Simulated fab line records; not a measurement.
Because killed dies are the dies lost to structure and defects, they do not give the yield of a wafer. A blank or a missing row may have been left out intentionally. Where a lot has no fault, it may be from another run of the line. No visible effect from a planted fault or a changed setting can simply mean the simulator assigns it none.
The tool behind it: which one? | flow n5-finfet | 23 lots, 69 wafers sampled, at 3 steps of a route of 1938

## WHAT THE GAUGES READ, wafer by wafer
N5_BEOL_M13_THK_MEAS_50: measures by xrf.
lot  | measured     | on            | M13_THK (nm)
L074 | day 11 06:18 | film-metro-02 | 420 413 405
L076 | day 11 06:36 | film-metro-01 | 438 428 420
L075 | day 11 19:14 | film-metro-01 | 415 410 423
L077 | day 11 22:21 | film-metro-01 | 414 418 425
L078 | day 12 04:46 | film-metro-01 | 415 407 413
L079 | day 13 03:11 | film-metro-02 | 409 402 405
L081 | day 13 04:26 | film-metro-01 | 417 429 411
L082 | day 13 07:29 | film-metro-01 | 423 435 416
L083 | day 13 17:57 | film-metro-02 | 401 407 406
L080 | day 13 18:29 | film-metro-01 | 418 420 423
L084 | day 14 02:50 | film-metro-01 | 427 413 420
L085 | day 14 03:08 | film-metro-01 | 431 434 433
L086 | day 14 06:33 | film-metro-02 | 413 406 426
L087 | day 14 09:04 | film-metro-01 | 414 411 428
L088 | day 14 19:01 | film-metro-02 | 407 407 407
L090 | day 15 03:05 | film-metro-01 | 419 425 420
L089 | day 15 07:45 | film-metro-02 | 412 409 405
L092 | day 15 20:28 | film-metro-02 | 415 407 408
L093 | day 16 04:59 | film-metro-02 | 402 396 414
L095 | day 16 11:33 | film-metro-02 | 405 412 410
L091 | day 16 13:34 | film-metro-02 | 400 411 400
L094 | day 16 16:39 | film-metro-02 | 406 396 404
L096 | day 17 11:19 | film-metro-01 | 419 422 408

## WHICH TOOL RAN EACH LOT (tool, then ch and the chambers of the sampled wafers, then the start)
lot  | N5_BEOL_M13_VIA_ETCH_16            | N5_BEOL_M13_STRIP_63
L074 | rie-diel-06 ch 0,1,2, day 11 02:30 | plasma-asher-01 ch 0,1, day 11 02:44
L076 | rie-diel-05 ch 0,1,3, day 11 03:06 | plasma-asher-01 ch 0,1, day 11 03:20
L075 | rie-diel-04 ch 0,1,3, day 11 15:02 | plasma-asher-02 ch 0,1, day 11 15:16
L077 | rie-diel-04 ch 0,1, day 11 18:43   | plasma-asher-02 ch 0,1, day 11 18:57
L078 | rie-diel-06 ch 1,2, day 12 00:55   | plasma-asher-02 ch 0,1, day 12 01:09
L079 | rie-diel-05 ch 1,3, day 12 08:34   | plasma-asher-02 ch 0,1, day 12 08:49
L081 | rie-diel-04 ch 1,2,3, day 12 20:32 | plasma-asher-01 ch 0,1, day 12 20:41
L082 | rie-diel-05 ch 0,2,3, day 13 02:27 | plasma-asher-01 ch 0,1, day 13 02:41
L083 | rie-diel-05 ch 1,2, day 13 08:44   | plasma-asher-01 ch 0,1, day 13 08:58
L080 | rie-diel-04 ch 0,1,3, day 13 12:25 | plasma-asher-02 ch 0,1, day 13 12:39
L084 | rie-diel-04 ch 0,1,2, day 13 18:46 | plasma-asher-01 ch 0,1, day 13 19:00
L085 | rie-diel-06 ch 0,1,3, day 13 20:31 | plasma-asher-01 ch 0,1, day 13 20:46
L086 | rie-diel-04 ch 0,2,3, day 14 02:56 | plasma-asher-02 ch 0, day 14 03:10
L087 | rie-diel-04 ch 0,1,3, day 14 03:33 | plasma-asher-01 ch 0,1, day 14 03:47
L088 | rie-diel-05 ch 1,3, day 14 14:07   | plasma-asher-01 ch 1, day 14 14:20
L090 | rie-diel-04 ch 1,2,3, day 14 21:11 | plasma-asher-02 ch 0,1, day 14 21:25
L089 | rie-diel-05 ch 0,2,3, day 15 04:35 | plasma-asher-01 ch 0,1, day 15 04:49
L092 | rie-diel-04 ch 2,3, day 15 16:44   | plasma-asher-02 ch 0,1, day 15 16:58
L093 | rie-diel-06 ch 1,2,3, day 16 01:38 | plasma-asher-02 ch 0,1, day 16 01:52
L095 | rie-diel-05 ch 1,2, day 16 03:00   | plasma-asher-02 ch 0,1, day 16 03:15
L091 | rie-diel-06 ch 0,1,3, day 16 04:52 | plasma-asher-01 ch 0,1, day 16 05:05
L094 | rie-diel-04 ch 0,2,3, day 16 13:05 | plasma-asher-01 ch 0, day 16 13:19
L096 | rie-diel-06 ch 1,2, day 17 04:01   | plasma-asher-02 ch 0,1, day 17 04:15
- N5_BEOL_M13_VIA_ETCH_16: etches SiOC in C4F8/O2/Ar, target depth 921.7 nm.
- N5_BEOL_M13_STRIP_63: strips in N2/H2.

## WHAT THE TOOLS THEMSELVES READ (means of the sampled wafers that have a number; where no wafer has one, the mark that the record gives instead)
N5_BEOL_M13_VIA_ETCH_16.
lot  | tool        | drypump-motor-current-A (A) | oes-product-au (a.u.) | rf-vpp-V (V) | showerhead-plenum-p-Torr (Torr) | throttle-valve-pct (%)
L074 | rie-diel-06 | 5.7                         | 0.69                  | 665.3        | 3.42                            | 24.37
L076 | rie-diel-05 | 5.5                         | 0.67                  | 665.7        | 3.41                            | 24.33
L075 | rie-diel-04 | 5.3                         | 0.75                  | 664.4        | 3.36                            | 24.26
L077 | rie-diel-04 | 5.5                         | 0.74                  | 664.2        | 3.34                            | 24.35
L078 | rie-diel-06 | 5.8                         | 0.71                  | 664.8        | 3.39                            | 24.41
L079 | rie-diel-05 | 5.7                         | 0.64                  | 666.9        | 3.50                            | 24.38
L081 | rie-diel-04 | 5.1                         | 0.74                  | 664.8        | 3.41                            | 24.31
L082 | rie-diel-05 | 5.6                         | 0.66                  | 665.4        | 3.41                            | 24.31
L083 | rie-diel-05 | 5.8                         | 0.71                  | 666.1        | 3.41                            | 24.07
L080 | rie-diel-04 | 5.3                         | 0.75                  | 663.2        | 3.35                            | 24.29
L084 | rie-diel-04 | 5.4                         | 0.72                  | 664.2        | 3.38                            | 24.39
L085 | rie-diel-06 | 5.4                         | 0.78                  | 666.2        | 3.41                            | 24.07
L086 | rie-diel-04 | 5.2                         | 0.78                  | 664.7        | 3.38                            | 24.20
L087 | rie-diel-04 | 5.3                         | 0.74                  | 663.0        | 3.35                            | 24.28
L088 | rie-diel-05 | 5.8                         | 0.76                  | 665.9        | 3.44                            | 24.11
L090 | rie-diel-04 | 5.1                         | 0.72                  | 664.8        | 3.40                            | 24.33
L089 | rie-diel-05 | 5.6                         | 0.75                  | 664.6        | 3.41                            | 24.21
L092 | rie-diel-04 | 5.1                         | 0.76                  | 665.0        | 3.43                            | 24.25
L093 | rie-diel-06 | 5.6                         | 0.70                  | 665.3        | 3.39                            | 24.21
L095 | rie-diel-05 | 5.8                         | 0.70                  | 666.5        | 3.40                            | 24.06
L091 | rie-diel-06 | 5.4                         | 0.75                  | 664.6        | 3.41                            | 24.09
L094 | rie-diel-04 | 5.2                         | 0.76                  | 663.7        | 3.38                            | 24.22
L096 | rie-diel-06 | 5.9                         | 0.68                  | 664.5        | 3.37                            | 24.45

N5_BEOL_M13_STRIP_63.
lot  | tool            | drypump-motor-current-A (A) | heater-power-w (W) | oes-product-au (a.u.) | strip-time-to-endpoint-s (s)
L074 | plasma-asher-01 | 5.3                         | 380                | 0.675                 | 28.7
L076 | plasma-asher-01 | 5.2                         | 398                | 0.674                 | 27.6
L075 | plasma-asher-02 | 6.1                         | 356                | 0.673                 | 28.9
L077 | plasma-asher-02 | 5.9                         | 346                | 0.674                 | 28.0
L078 | plasma-asher-02 | 5.9                         | 342                | 0.678                 | 29.6
L079 | plasma-asher-02 | 6.1                         | 355                | 0.674                 | 28.3
L081 | plasma-asher-01 | 5.2                         | 406                | 0.677                 | 29.1
L082 | plasma-asher-01 | 5.3                         | 382                | 0.679                 | 28.6
L083 | plasma-asher-01 | 5.1                         | 396                | 0.675                 | 28.8
L080 | plasma-asher-02 | 6.1                         | 355                | 0.678                 | 28.3
L084 | plasma-asher-01 | 5.1                         | 401                | 0.679                 | 29.1
L085 | plasma-asher-01 | 5.1                         | 394                | 0.674                 | 28.6
L086 | plasma-asher-02 | 5.7                         | 336                | 0.676                 | 28.2
L087 | plasma-asher-01 | 5.2                         | 405                | 0.675                 | 27.9
L088 | plasma-asher-01 | 5.4                         | 364                | 0.675                 | 28.3
L090 | plasma-asher-02 | 6.1                         | 355                | 0.677                 | 28.5
L089 | plasma-asher-01 | 5.1                         | 393                | 0.671                 | 28.4
L092 | plasma-asher-02 | 6.1                         | 355                | 0.679                 | 28.0
L093 | plasma-asher-02 | 5.9                         | 344                | 0.673                 | 26.7
L095 | plasma-asher-02 | 6.1                         | 355                | 0.672                 | 25.3
L091 | plasma-asher-01 | 5.1                         | 401                | 0.677                 | 28.2
L094 | plasma-asher-01 | 5.0                         | 418                | 0.670                 | 26.0
L096 | plasma-asher-02 | 6.1                         | 349                | 0.676                 | 29.5

## THE ANSWER, worked out from the rows above alone
Rule: what is usual is taken from the lots themselves. Put in order of their means at a reading, lots are off if they are a third of the lots or fewer, leave a main group of 4 or more, and stand apart from it by a gap of 3 or more times the standard deviation of the main group's means; of several such gaps the widest counts. If all means in a main group match to the digits the tables above print for the reading, that group is not used. A lot without any number at a reading at which 4 lots or more have one is off too. All remaining lots with rows at the step are treated as sound. The gauges are gone through in route order, then the tools' own readings, and for those a lot's mean is taken as printed above. At the first step where some lot is off, the reading lying furthest off is the one used; lots without a number count as furthest.
None of the lots is off at any reading shown; this tells nothing.

## WHAT HAD BEEN PUT IN BY THE SIMULATOR
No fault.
